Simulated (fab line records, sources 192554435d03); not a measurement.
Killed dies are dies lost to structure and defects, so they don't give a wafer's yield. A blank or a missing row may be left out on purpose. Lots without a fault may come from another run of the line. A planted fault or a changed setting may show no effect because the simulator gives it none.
Which tool did it? | flow n5_finfet | 10 lots, 30 wafers sampled, at 2 steps of a route of 1938

WHAT THE GAUGES READ, wafer by wafer
N5_BEOL_M5_OVL_MEAS_12.
lot  | measured     | on         | M5_OVL (nm)
L196 | day 9 14:31  | overlay-01 | 0.0 -0.3 1.1
L201 | day 10 10:57 | overlay-02 | 1.1 0.0 0.9
L202 | day 10 13:05 | overlay-02 | -1.4 -0.4 -0.9
L206 | day 11 21:02 | overlay-01 | 0.1 -1.3 -0.3
L209 | day 12 10:16 | overlay-01 | -0.8 -0.5 0.1
L210 | day 12 19:22 | overlay-02 | 0.9 0.7 0.4
L211 | day 12 21:50 | overlay-01 | -0.8 -0.9 -0.1
L212 | day 13 05:33 | overlay-01 | -0.5 -0.1 0.1
L213 | day 13 08:26 | overlay-02 | 0.7 0.3 -0.1
L215 | day 13 12:19 | overlay-01 | -0.2 -0.7 -0.5

WHICH TOOL RAN EACH LOT (tool, then ch and the chambers of the sampled wafers, then the start)
lot  | N5_BEOL_M4_SPUTTER_94
L196 | pvd_sputter-02, day 9 09:34
L201 | pvd_sputter-01, day 10 05:34
L202 | pvd_sputter-03, day 10 09:08
L206 | pvd_sputter-03, day 11 15:54
L209 | pvd_sputter-02, day 12 06:28
L210 | pvd_sputter-02, day 12 14:14
L211 | pvd_sputter-02, day 12 18:10
L212 | pvd_sputter-02, day 13 01:41
L213 | pvd_sputter-02, day 13 03:49
L215 | pvd_sputter-01, day 13 07:20
- N5_BEOL_M4_SPUTTER_94: material Cu, target thk 4.5 nm, time 8.29 s.

WHAT THE TOOLS THEMSELVES READ (means of the sampled wafers that have a number; where no wafer has one, the mark that the record gives instead)
N5_BEOL_M4_SPUTTER_94.
lot  | tool           | susceptor_temp_C (C) | throttle_valve_pct (%)
L196 | pvd_sputter-02 | -19.92               | 30.0
L201 | pvd_sputter-01 | -19.96               | 29.3
L202 | pvd_sputter-03 | -20.07               | 31.0
L206 | pvd_sputter-03 | -20.08               | 31.0
L209 | pvd_sputter-02 | -19.99               | 30.2
L210 | pvd_sputter-02 | -20.11               | 29.8
L211 | pvd_sputter-02 | -19.97               | 30.7
L212 | pvd_sputter-02 | -19.95               | 31.3
L213 | pvd_sputter-02 | -20.05               | 30.8
L215 | pvd_sputter-01 | -20.02               | 29.6

THE ANSWER, worked out from the rows above alone
Rule: what is usual is taken from the lots themselves. Put in order of their means at a reading, lots are off if they are a third of the lots or fewer, leave a main group of 4 or more, and stand apart from it by a gap of 3 or more times the standard deviation of the main group's means; of several such gaps the widest counts. A main group whose means are all the same, to the digits that the tables above print for the reading, isn't used. A lot without any number at a reading at which 4 lots or more have one is off too. The other lots that the step has rows for count as sound. The gauges are gone through in route order, then the tools' own readings, and for those a lot's mean is taken as printed above. The first step at which some lot is off is used, and at that step the reading that is off furthest; a lot without a number counts as furthest.
No lot is off at any reading shown: from this, nothing can be told.

WHAT THE SIMULATOR HAD PUT IN
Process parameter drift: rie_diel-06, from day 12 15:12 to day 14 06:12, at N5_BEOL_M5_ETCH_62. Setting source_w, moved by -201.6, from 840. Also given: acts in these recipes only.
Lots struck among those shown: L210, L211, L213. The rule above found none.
